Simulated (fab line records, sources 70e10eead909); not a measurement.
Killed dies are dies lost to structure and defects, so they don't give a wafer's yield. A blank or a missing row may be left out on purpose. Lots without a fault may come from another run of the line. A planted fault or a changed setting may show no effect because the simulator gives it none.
Which tool did it? | flow nand_harc | 12 lots, 36 wafers sampled, at 4 steps of a route of 1302

WHAT THE GAUGES READ, wafer by wafer
NHARC_END_SORT_01.
lot  | measured     | on        | killed_at_array | killed_at_other | killed_at_periphery | killed_dies | killed_open | killed_short
L275 | day 29 01:25 | prober-02 | 673 673 673     | 1 2 1           | 3 2 3               | 677 677 677 | 3 1 2       | 3 2 1
L274 | day 29 01:24 | prober-01 | 673 673 675     | 1 1 0           | 3 3 2               | 677 677 677 | 4 4 4       | 3 1 2
L276 | day 29 22:45 | prober-01 | 668 668 672     | 0 2 2           | 9 7 3               | 677 677 677 | 1 1 2       | 4 2 2

WHICH TOOL RAN EACH LOT (tool, then ch and the chambers of the sampled wafers, then the start)
lot  | NHARC_A_SGD_CUT_ETCH_58            | NHARC_A_SGD_CUT_ETCH_59            | NHARC_A_SGD_CUT_STRIP_17
L265 | rie_diel-10 ch 0,2,3, day 19 19:20 | rie_diel-10 ch 0,2,3, no start     | rie_diel-10 ch 0,1,2, no start
L267 | rie_diel-01 ch 0,2,3, day 21 12:14 | rie_diel-01 ch 1,3, no start       | rie_diel-01 ch 1,2,3, no start
L271 | rie_diel-07 ch 0,2,3, day 23 00:40 | rie_diel-07 ch 2,3, no start       | rie_diel-07 ch 0,1, no start
L272 | rie_diel-01 ch 0,1, day 23 14:43   | rie_diel-01 ch 1,2,3, no start     | rie_diel-01 ch 0,1, no start
L275 | rie_diel-01 ch 1,2,3, day 23 18:04 | rie_diel-01 ch 1,3, day 23 18:11   | rie_diel-01 ch 0,2, day 29 01:25 or earlier
L274 | rie_diel-07 ch 0,2, day 23 19:25   | rie_diel-07 ch 0,2,3, day 23 19:32 | rie_diel-07 ch 2,3, day 29 01:24 or earlier
L276 | rie_diel-01 ch 0,2,3, day 24 15:28 | rie_diel-01 ch 0,2,3, day 24 15:34 | rie_diel-01 ch 0,1,3, day 29 22:45 or earlier
L279 | rie_diel-01 ch 0,1,3, day 25 08:14 | rie_diel-01 ch 0,1,2, no start     | rie_diel-01 ch 0,1,3, no start
L280 | rie_diel-01 ch 0,1,3, day 27 05:37 | rie_diel-01 ch 0,1,3, no start     | rie_diel-01 ch 0,3, no start
L282 | rie_diel-07 ch 2,3, day 27 06:02   | rie_diel-07 ch 0,2, no start       | rie_diel-07 ch 0,1,2, no start
L283 | rie_diel-07 ch 0,2, day 27 21:50   | rie_diel-07 ch 0,1, no start       | rie_diel-07 ch 1,2, no start
L286 | rie_diel-01 ch 0,1,2, day 28 12:00 | rie_diel-01 ch 0,1,2, no start     | rie_diel-01 ch 0,1, no start
- NHARC_A_SGD_CUT_ETCH_58: etches the open film in CF4, target depth 39 nm, time 65 s.
- NHARC_A_SGD_CUT_ETCH_59: etches the open film in N2/H2, target depth 260 nm, time 406.25 s.
- NHARC_A_SGD_CUT_STRIP_17: strips in O2.

WHAT THE TOOLS THEMSELVES READ (means of the sampled wafers that have a number; where no wafer has one, the mark that the record gives instead)
NHARC_A_SGD_CUT_ETCH_58.
lot  | tool        | bias_w (W) | cf4_flow_sccm (sccm) | drypump_motor_current_A (A) | oes_product_au (a.u.) | rf_vpp_V (V) | showerhead_plenum_p_Torr (Torr) | throttle_valve_pct (%)
L265 | rie_diel-10 | 100.35     | 150.6                | 5.8                         | 1.000                 | 151.1        | 1.78                            | 13.285
L267 | rie_diel-01 | 99.90      | 149.8                | 6.3                         | 1.013                 | 151.3        | 1.74                            | 13.294
L271 | rie_diel-07 | 100.16     | 150.1                | 6.0                         | 1.007                 | 151.2        | 1.79                            | 13.288
L272 | rie_diel-01 | 99.95      | 149.6                | 5.8                         | 1.001                 | 152.3        | 1.85                            | 13.290
L275 | rie_diel-01 | -          | -                    | -                           | -                     | -            | -                               | -
L274 | rie_diel-07 | -          | -                    | -                           | -                     | -            | -                               | -
L276 | rie_diel-01 | -          | -                    | -                           | -                     | -            | -                               | -
L279 | rie_diel-01 | 100.23     | 149.9                | 5.9                         | 1.018                 | 151.1        | 1.81                            | 13.287
L280 | rie_diel-01 | 99.99      | 149.9                | 5.9                         | 1.005                 | 151.3        | 1.81                            | 13.286
L282 | rie_diel-07 | 99.88      | 149.7                | 6.1                         | 0.985                 | 150.6        | 1.79                            | 13.279
L283 | rie_diel-07 | 99.90      | 150.0                | 5.9                         | 1.007                 | 151.1        | 1.80                            | 13.277
L286 | rie_diel-01 | 100.14     | 149.8                | 6.0                         | 1.007                 | 151.0        | 1.79                            | 13.282

NHARC_A_SGD_CUT_ETCH_59.
lot  | tool        | bias_w (W) | chamber_pressure_mTorr (mTorr) | drypump_motor_current_A (A) | oes_product_au (a.u.) | rf_vpp_V (V) | showerhead_plenum_p_Torr (Torr) | throttle_valve_pct (%)
L265 | rie_diel-10 | 150.3      | 30.005                         | 5.8                         | 1.012                 | 431.0        | 2.06                            | 14.174
L267 | rie_diel-01 | 150.5      | 30.000                         | 5.7                         | 0.994                 | 431.0        | 2.11                            | 14.167
L271 | rie_diel-07 | 150.4      | 30.027                         | 6.1                         | 0.998                 | 431.2        | 2.06                            | 14.168
L272 | rie_diel-01 | 150.2      | 29.974                         | 6.1                         | 1.020                 | 429.8        | 2.02                            | 14.168
L275 | rie_diel-01 | 149.9      | 29.981                         | 5.7                         | 1.017                 | 432.1        | 2.11                            | 14.165
L274 | rie_diel-07 | 150.0      | 30.023                         | 6.0                         | 1.006                 | 431.3        | 2.07                            | 14.179
L276 | rie_diel-01 | 149.8      | 30.008                         | 6.3                         | 1.012                 | 429.3        | 2.00                            | 14.177
L279 | rie_diel-01 | 150.0      | 29.995                         | 6.0                         | 1.007                 | 431.5        | 2.07                            | 14.172
L280 | rie_diel-01 | 150.7      | 29.995                         | 5.9                         | 1.006                 | 432.0        | 2.09                            | 14.173
L282 | rie_diel-07 | 150.2      | 30.000                         | 5.9                         | 1.014                 | 431.3        | 2.08                            | 14.179
L283 | rie_diel-07 | 149.6      | 29.973                         | 5.5                         | 1.006                 | 432.1        | 2.07                            | 14.176
L286 | rie_diel-01 | 149.6      | 30.011                         | 6.0                         | 0.995                 | 431.2        | 2.07                            | 14.170

NHARC_A_SGD_CUT_STRIP_17.
lot  | tool        | drypump_motor_current_A (A) | oes_product_au (a.u.) | rf_vpp_V (V) | showerhead_plenum_p_Torr (Torr) | throttle_valve_pct (%)
L265 | rie_diel-10 | 5.6                         | 1.012                 | 58.1         | 3.45                            | 17.036
L267 | rie_diel-01 | 6.1                         | 1.008                 | 57.7         | 3.49                            | 17.034
L271 | rie_diel-07 | 5.5                         | 1.008                 | 58.4         | 3.60                            | 17.035
L272 | rie_diel-01 | 5.8                         | 0.992                 | 59.8         | 3.69                            | 17.031
L275 | rie_diel-01 | 6.4                         | 1.013                 | 58.6         | 3.43                            | 17.038
L274 | rie_diel-07 | 6.1                         | 1.002                 | 57.7         | 3.56                            | 17.041
L276 | rie_diel-01 | 5.9                         | 1.011                 | 58.8         | 3.61                            | 17.038
L279 | rie_diel-01 | 5.9                         | 1.014                 | 56.8         | 3.61                            | 17.039
L280 | rie_diel-01 | 6.1                         | 0.998                 | 58.2         | 3.58                            | 17.040
L282 | rie_diel-07 | 5.8                         | 1.010                 | 58.9         | 3.57                            | 17.033
L283 | rie_diel-07 | 6.2                         | 1.002                 | 57.8         | 3.55                            | 17.036
L286 | rie_diel-01 | 5.8                         | 1.005                 | 58.2         | 3.69                            | 17.036

THE ANSWER, worked out from the rows above alone
Rule: what is usual is taken from the lots themselves. Put in order of their means at a reading, lots are off if they are a third of the lots or fewer, leave a main group of 4 or more, and stand apart from it by a gap of 3 or more times the standard deviation of the main group's means; of several such gaps the widest counts. A main group whose means are all the same, to the digits that the tables above print for the reading, isn't used. A lot without any number at a reading at which 4 lots or more have one is off too. The other lots that the step has rows for count as sound. The gauges are gone through in route order, then the tools' own readings, and for those a lot's mean is taken as printed above. The first step at which some lot is off is used, and at that step the reading that is off furthest; a lot without a number counts as furthest.
Off: L275, L274, L276, at NHARC_A_SGD_CUT_ETCH_58 (bias_w). Without a number there: L275, L274, L276. The main group: mean 100.06 W, standard deviation 0.16.
A tool fits if, at that step or a process step before it, it ran every lot that is off, and no sound lot after the first of them. None of those tried fits.

WHAT THE SIMULATOR HAD PUT IN
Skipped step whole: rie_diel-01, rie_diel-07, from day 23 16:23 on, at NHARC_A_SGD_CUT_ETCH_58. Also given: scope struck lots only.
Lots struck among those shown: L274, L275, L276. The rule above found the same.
